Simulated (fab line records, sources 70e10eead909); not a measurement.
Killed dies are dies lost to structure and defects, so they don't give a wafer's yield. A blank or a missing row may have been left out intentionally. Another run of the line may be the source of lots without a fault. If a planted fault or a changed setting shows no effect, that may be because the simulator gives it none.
Which tool was responsible? | flow nand_harc | 12 lots, 36 wafers sampled, at 4 steps of a route of 1302

## WHAT THE GAUGES READ, wafer by wafer
No reading from a measuring or inspecting step in the record can be judged against a usual standard deviation.

## TOOL THAT RAN EACH LOT (tool first, then ch and the chambers of the sampled wafers, then the start)
lot  | NHARC_A_CHANNEL_FILL_D1_ALD_15                 | NHARC_A_CHANNEL_FILL_D1_ALD_25   | NHARC_A_DECK1_JOINT_ETCHBACK_07  | NHARC_A_DECK1_JOINT_ETCHBACK_00
L808 | ald_sin_batch-02 ch 0, day 10 10:32 or earlier | ald_hk-01 ch 1,2, day 10 10:32   | rie_si-05 ch 1,2,3, day 10 22:29 | rie_si-05 ch 1,2, day 11 08:55
L810 | ald_sin_batch-03 ch 0, day 11 08:20 or earlier | ald_hk-02 ch 0,1,2, day 11 08:20 | rie_si-02 ch 1,2,3, day 11 19:30 | rie_si-02 ch 0,1,3, day 12 06:00
L811 | ald_sin_batch-02 ch 0, day 11 12:45 or earlier | ald_hk-02 ch 0,1, day 11 12:45   | rie_si-02 ch 0,1, day 12 00:26   | rie_si-02 ch 0,3, day 12 11:09
L816 | ald_sin_batch-03 ch 0, day 12 19:47            | ald_hk-02 ch 1,2, day 13 22:17   | rie_si-02 ch 0,3, day 14 09:40   | rie_si-05 ch 0,1, day 14 20:30
L818 | ald_sin_batch-02 ch 0, day 14 23:04 or earlier | ald_hk-02 ch 0,1,3, day 14 23:04 | rie_si-02 ch 0,2,3, day 15 09:33 | rie_si-03 ch 0,1,2, day 15 20:13
L821 | ald_sin_batch-02 ch 0, day 15 11:44 or earlier | ald_hk-01 ch 0,1,3, day 15 11:44 | rie_si-02 ch 0,2,3, day 15 21:40 | rie_si-03 ch 2,3, day 16 08:05
L823 | ald_sin_batch-01 ch 0, day 16 17:14 or earlier | ald_hk-04 ch 1,2,3, day 16 17:14 | rie_si-03 ch 2,3, day 17 05:04   | rie_si-02 ch 0,1,3, day 17 16:30
L825 | ald_sin_batch-02 ch 0, day 17 16:25 or earlier | ald_hk-04 ch 0,2,3, day 17 16:25 | rie_si-05 ch 0,1, day 18 04:16   | rie_si-05 ch 0,1,3, day 18 14:54
L827 | ald_sin_batch-03 ch 0, day 18 08:07 or earlier | ald_hk-01 ch 0,1,2, day 18 08:07 | rie_si-05 ch 0,1,2, day 18 20:04 | rie_si-05 ch 0,2,3, day 19 06:40
L828 | ald_sin_batch-02 ch 0, day 19 04:26 or earlier | ald_hk-01 ch 0,1,2, day 19 04:26 | rie_si-02 ch 0,1,2, day 19 16:24 | rie_si-03 ch 0,3, day 20 02:52
L829 | ald_sin_batch-02 ch 0, day 19 05:03 or earlier | ald_hk-04 ch 2,3, day 19 05:03   | rie_si-03 ch 0,1,2, day 19 16:23 | rie_si-05 ch 0,2, day 20 02:52
L830 | ald_sin_batch-01 ch 0, day 19 18:13 or earlier | ald_hk-04 ch 0,2,3, day 19 18:13 | rie_si-05 ch 2,3, day 20 06:07   | rie_si-05 ch 0,2,3, day 20 16:41
- NHARC_A_CHANNEL_FILL_D1_ALD_15: deposits SiNx, target thk 2 nm, pulse time 60 s, ald cycles 19.
- NHARC_A_CHANNEL_FILL_D1_ALD_25: deposits SiOx, target thk 60 nm, pulse time 10 s, ald cycles 600.
- NHARC_A_DECK1_JOINT_ETCHBACK_07: etches the open film in HBr, target depth 105 nm, time 26.9 s.
- NHARC_A_DECK1_JOINT_ETCHBACK_00: etches the open film in HBr, target depth 30 nm, time 17.4 s.

## WHAT THE TOOLS THEMSELVES READ (means of the sampled wafers that have a number; where no wafer has one, the mark that the record gives instead)
NHARC_A_CHANNEL_FILL_D1_ALD_15.
lot  | tool             | precursor_pulse_height_rel
L808 | ald_sin_batch-02 | 0.999
L810 | ald_sin_batch-03 | 1.005
L811 | ald_sin_batch-02 | 1.009
L816 | ald_sin_batch-03 | 0.987
L818 | ald_sin_batch-02 | 0.977
L821 | ald_sin_batch-02 | 1.012
L823 | ald_sin_batch-01 | 1.008
L825 | ald_sin_batch-02 | 0.995
L827 | ald_sin_batch-03 | 1.010
L828 | ald_sin_batch-02 | 1.004
L829 | ald_sin_batch-02 | 0.991
L830 | ald_sin_batch-01 | 0.997

NHARC_A_CHANNEL_FILL_D1_ALD_25.
lot  | tool      | heater_power_w (W) | precursor_pulse_height_rel
L808 | ald_hk-01 | 415                | 1.013
L810 | ald_hk-02 | 449                | 0.993
L811 | ald_hk-02 | 452                | 1.005
L816 | ald_hk-02 | 446                | 1.001
L818 | ald_hk-02 | 491                | 0.988
L821 | ald_hk-01 | 417                | 1.004
L823 | ald_hk-04 | 474                | 0.982
L825 | ald_hk-04 | 470                | 0.980
L827 | ald_hk-01 | 424                | 1.001
L828 | ald_hk-01 | 422                | 1.008
L829 | ald_hk-04 | 434                | 1.003
L830 | ald_hk-04 | 473                | 1.000

NHARC_A_DECK1_JOINT_ETCHBACK_07.
lot  | tool      | drypump_motor_current_A (A) | oes_product_au (a.u.) | run_length_s (s) | throttle_valve_pct (%)
L808 | rie_si-05 | 6.0                         | 0.998                 | 48.0             | 23.260
L810 | rie_si-02 | 5.9                         | 1.009                 | 48.6             | 23.269
L811 | rie_si-02 | 6.0                         | 0.997                 | 49.0             | 23.262
L816 | rie_si-02 | 5.5                         | 1.004                 | 48.7             | 23.271
L818 | rie_si-02 | 5.4                         | 1.012                 | 43.4             | 23.273
L821 | rie_si-02 | 5.3                         | 0.993                 | 43.3             | 23.264
L823 | rie_si-03 | 5.7                         | 0.993                 | 48.0             | 23.263
L825 | rie_si-05 | 5.4                         | 0.997                 | 48.1             | 23.265
L827 | rie_si-05 | 5.5                         | 0.994                 | 48.0             | 23.256
L828 | rie_si-02 | 5.7                         | 1.003                 | 48.6             | 23.266
L829 | rie_si-03 | 5.8                         | 1.009                 | 48.0             | 23.266
L830 | rie_si-05 | 5.9                         | 0.989                 | 47.9             | 23.257

NHARC_A_DECK1_JOINT_ETCHBACK_00.
lot  | tool      | drypump_motor_current_A (A) | oes_product_au (a.u.) | run_length_s (s) | throttle_valve_pct (%)
L808 | rie_si-05 | 6.1                         | 0.990                 | 38.5             | 23.261
L810 | rie_si-02 | 5.8                         | 0.996                 | 39.1             | 23.272
L811 | rie_si-02 | 5.1                         | 1.001                 | 39.6             | 23.271
L816 | rie_si-05 | 5.4                         | 0.992                 | 38.6             | 23.264
L818 | rie_si-03 | 5.8                         | 0.994                 | 38.5             | 23.269
L821 | rie_si-03 | 5.7                         | 0.998                 | 38.4             | 23.264
L823 | rie_si-02 | 5.7                         | 1.004                 | 39.0             | 23.266
L825 | rie_si-05 | 5.8                         | 0.993                 | 38.5             | 23.275
L827 | rie_si-05 | 5.4                         | 0.996                 | 38.4             | 23.265
L828 | rie_si-03 | 5.7                         | 0.997                 | 38.6             | 23.271
L829 | rie_si-05 | 5.1                         | 0.998                 | 38.3             | 23.268
L830 | rie_si-05 | 5.4                         | 0.993                 | 38.5             | 23.274

## THE ANSWER, worked out from the rows above alone
Rule: what is usual is taken from the lots themselves. Put in order of their means at a reading, lots are off if they are a third of the lots or fewer, leave a main group of 4 or more, and stand apart from it by a gap of 3 or more times the standard deviation of the main group's means; of several such gaps the widest counts. The tables above print the reading to a certain number of digits; a main group whose means all agree to those digits is not used. Also off: a lot with no number at a reading for which 4 or more lots have one. All remaining lots with rows at the step are treated as sound. First the gauges in route order, then the tools' own readings, where a lot's mean is used as printed above. The first step at which some lot is off is used, and at that step the reading that is off furthest; a lot without a number counts as furthest.
Off, at NHARC_A_DECK1_JOINT_ETCHBACK_07 on run_length_s: L818, L821. The main group: mean 48.3 s, standard deviation 0.37.
If a tool, at that step or one of the process steps before it, ran each lot that is off and ran no sound lot following the first of them, it fits. NHARC_A_CHANNEL_FILL_D1_ALD_15: start missing for some lots; hours and lot order therefore follow NHARC_A_CHANNEL_FILL_D1_ALD_25. Of those tried, none fits.

## WHAT WAS PUT IN BY THE SIMULATOR
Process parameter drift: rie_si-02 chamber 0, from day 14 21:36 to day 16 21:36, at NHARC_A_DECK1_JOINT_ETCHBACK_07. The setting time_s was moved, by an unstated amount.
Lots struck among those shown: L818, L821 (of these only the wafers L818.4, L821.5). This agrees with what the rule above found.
